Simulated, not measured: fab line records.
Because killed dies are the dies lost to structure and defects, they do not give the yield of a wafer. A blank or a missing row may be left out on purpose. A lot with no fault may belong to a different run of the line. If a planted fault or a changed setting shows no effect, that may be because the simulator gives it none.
Which of the tools did it? ; flow nandHarc ; 13 lots, 39 wafers sampled, at 6 steps of a route of 1159

## WHAT EACH GAUGE READ, for each wafer
NHARC_P_ZERO_WELL_INSPECT_43.
lot;measured;on;rawDefectCount
L716;day 1 19:50;defectInspect-01;9 8 12
L717;day 2 01:55;defectInspect-01;9 8 6
L718;day 2 07:47;defectInspect-01;9 12 13
L719;day 2 13:34;defectInspect-02;15 13 5
L721;day 3 01:28;defectInspect-01;14 7 5
L722;day 3 07:41;defectInspect-01;30 15 19
L725;day 4 01:31;defectInspect-02;10 11 8
L726;day 4 07:37;defectInspect-02;18 20 14
L727;day 4 13:31;defectInspect-01;13 19 12
L736;day 6 19:23;defectInspect-02;6 18 3
L737;day 7 01:41;defectInspect-01;16 11 16
L738;day 7 07:35;defectInspect-01;15 6 14
L739;day 7 13:22;defectInspect-02;13 11 9

NHARC_P_STI_CD_MEAS_16.
lot;measured;on;cdNm (nm)
L716;day 2 12:12;cdSem-02;197.9 202.7 201.8
L717;day 2 18:55;cdSem-03;198.6 196.7 198.4
L718;day 3 02:49;cdSem-03;205.5 202.8 201.0
L719;day 3 02:58;cdSem-03;202.0 199.2 200.5
L721;day 3 19:18;cdSem-01;198.9 203.6 200.7
L722;day 4 00:28;cdSem-03;201.1 196.7 199.4
L725;day 4 20:38;cdSem-01;198.1 202.2 202.4
L726;day 4 20:47;cdSem-03;200.0 199.6 199.8
L727;day 5 10:26;cdSem-02;197.9 200.2 202.4
L736;day 7 14:47;cdSem-02;202.7 200.6 201.4
L737;day 7 14:37;cdSem-03;198.4 199.7 198.6
L738;day 7 23:27;cdSem-03;195.1 195.1 197.3
L739;day 8 08:29;cdSem-03;200.1 201.8 201.5

NHARC_P_GATE_CD_MEAS_11: the cd target is 1640 nm.
lot;measured;on;cdNm (nm)
L716;day 4 03:48;cdSem-03;1641.1 1639.0 1640.6
L717;day 4 08:31;cdSem-02;1641.1 1639.9 1640.9
L718;day 4 16:41;cdSem-03;1641.7 1644.1 1641.2
L719;day 4 16:43;cdSem-02;1638.1 1635.8 1638.5
L721;day 5 09:59;cdSem-02;1642.0 1642.4 1641.5
L722;day 5 17:44;cdSem-02;1638.8 1640.4 1639.8
L725;day 6 10:15;cdSem-02;- - -
L726;day 6 10:13;cdSem-03;1639.3 1643.2 1640.8
L727;day 7 06:53;cdSem-02;1639.8 1641.4 1639.2
L736;day 9 03:44;cdSem-01;1642.4 1640.1 1641.6
L737;day 9 03:41;cdSem-03;1643.1 1639.2 1641.4
L738;day 9 14:50;cdSem-02;1640.8 1639.8 1641.0
L739;day 9 20:20;cdSem-02;1640.6 1642.8 1639.4

NHARC_END_SORT_01.
lot;measured;on;killedAtArray;killedAtOther;killedAtPeriphery;killedDies;killedOpen;killedShort
L725;day 22 00:27;prober-02;28 24 24;0 1 1;649 652 652;677 677 677;2 1 4;1 2 5

## WHICH TOOL RAN EACH LOT (tool, then ch and the chambers of the sampled wafers, then the start)
lot;NHARC_P_ZERO_WELL_DESCUM_54;NHARC_P_GATE_EXPOSE_08
L716;rieDiel-03 ch 1,2, day 1 18:10;krfScanner-01 ch 0, day 4 03:39
L717;rieDiel-12 ch 0,2,3, day 2 00:16;krfScanner-01 ch 0, day 4 08:22
L718;rieDiel-11 ch 0,2,3, day 2 06:08;krfScanner-03 ch 0, day 4 16:32
L719;rieDiel-03 ch 1,2,3, day 2 11:55;krfScanner-03 ch 0, day 4 16:34
L721;rieDiel-12 ch 0,1,2, day 2 23:47;krfScanner-04 ch 0, day 5 09:50
L722;rieDiel-12 ch 0,2,3, day 3 05:55;krfScanner-03 ch 0, day 5 17:35
L725;rieDiel-12 ch 0,1,2, day 3 23:50;krfScanner-01 ch 0, day 6 10:06
L726;rieDiel-12 ch 0,2, day 4 05:58;krfScanner-01 ch 0, day 6 10:04
L727;rieDiel-03 ch 1,2, day 4 11:52;krfScanner-04 ch 0, day 7 06:44
L736;rieDiel-12 ch 2,3, day 6 17:38;krfScanner-01 ch 0, day 9 03:35
L737;rieDiel-12 ch 0,1,3, day 7 00:04;krfScanner-01 ch 0, day 9 03:32
L738;rieDiel-11 ch 0,1,3, day 7 05:53;krfScanner-04 ch 0, day 9 14:41
L739;rieDiel-12 ch 0,1,2, day 7 11:42;krfScanner-03 ch 0, day 9 20:11
- NHARC_P_ZERO_WELL_DESCUM_54: chemistry O2, time 3 s.
- NHARC_P_GATE_EXPOSE_08: exposes mask P HV.

## AS READ BY THE TOOLS THEMSELVES (means over the sampled wafers that have a number; for cases with no such wafer, the mark the record gives instead)
NHARC_P_ZERO_WELL_DESCUM_54.
lot;tool;drypumpMotorCurrentA (A);oesProductAu (a.u.);rfVppV (V);showerheadPlenumPTorr (Torr);throttleValvePct (%)
L716;rieDiel-03;5.8;1.007;57.2;1.87;11.311
L717;rieDiel-12;6.2;0.994;57.2;1.86;11.320
L718;rieDiel-11;5.4;0.997;57.1;1.87;11.319
L719;rieDiel-03;5.7;0.998;58.0;1.94;11.311
L721;rieDiel-12;6.1;1.006;58.2;1.93;11.312
L722;rieDiel-12;6.2;0.994;58.3;1.86;11.307
L725;rieDiel-12;6.1;0.997;57.2;1.93;11.309
L726;rieDiel-12;6.2;1.009;57.8;1.87;11.309
L727;rieDiel-03;5.8;1.010;57.5;1.87;11.307
L736;rieDiel-12;6.1;1.000;56.5;1.85;11.308
L737;rieDiel-12;6.1;1.007;56.9;1.88;11.316
L738;rieDiel-11;5.5;1.002;57.1;1.87;11.311
L739;rieDiel-12;6.1;0.999;58.2;1.93;11.316

## THE ANSWER, worked out from the rows above alone
Rule: the usual values come from the lots themselves. Put in order of their means at a reading, lots are off if they are a third of the lots or fewer, leave a main group of 4 or more, and stand apart from it by a gap of 3 or more times the standard deviation of the main group's means; of several such gaps the widest counts. If all means in a main group match to the digits the tables above print for the reading, that group is not used. A lot without any number at a reading at which 4 lots or more have one is off too. Any other lot the step has rows for is counted as sound. First the gauges in route order, then the tools' own readings, where a lot's mean is used as printed above. At the first step where some lot is off, the reading lying furthest off is the one used; lots without a number count as furthest.
Off: L725 (NHARC_P_GATE_CD_MEAS_11, cdNm). Without a number there: L725. Main group: mean 1640.6 nm, sd 1.2.
If a tool, at a process step before that reading, ran all the lots that are off and no sound lot after the first of them, it fits. Not tried: the gauges at NHARC_P_GATE_CD_MEAS_11; whatever is off there is also off at NHARC_P_ZERO_WELL_DESCUM_54, on other tools, and gauge error can't account for it. Not one of the candidates tried fits.

## WHAT HAD BEEN PUT IN BY THE SIMULATOR
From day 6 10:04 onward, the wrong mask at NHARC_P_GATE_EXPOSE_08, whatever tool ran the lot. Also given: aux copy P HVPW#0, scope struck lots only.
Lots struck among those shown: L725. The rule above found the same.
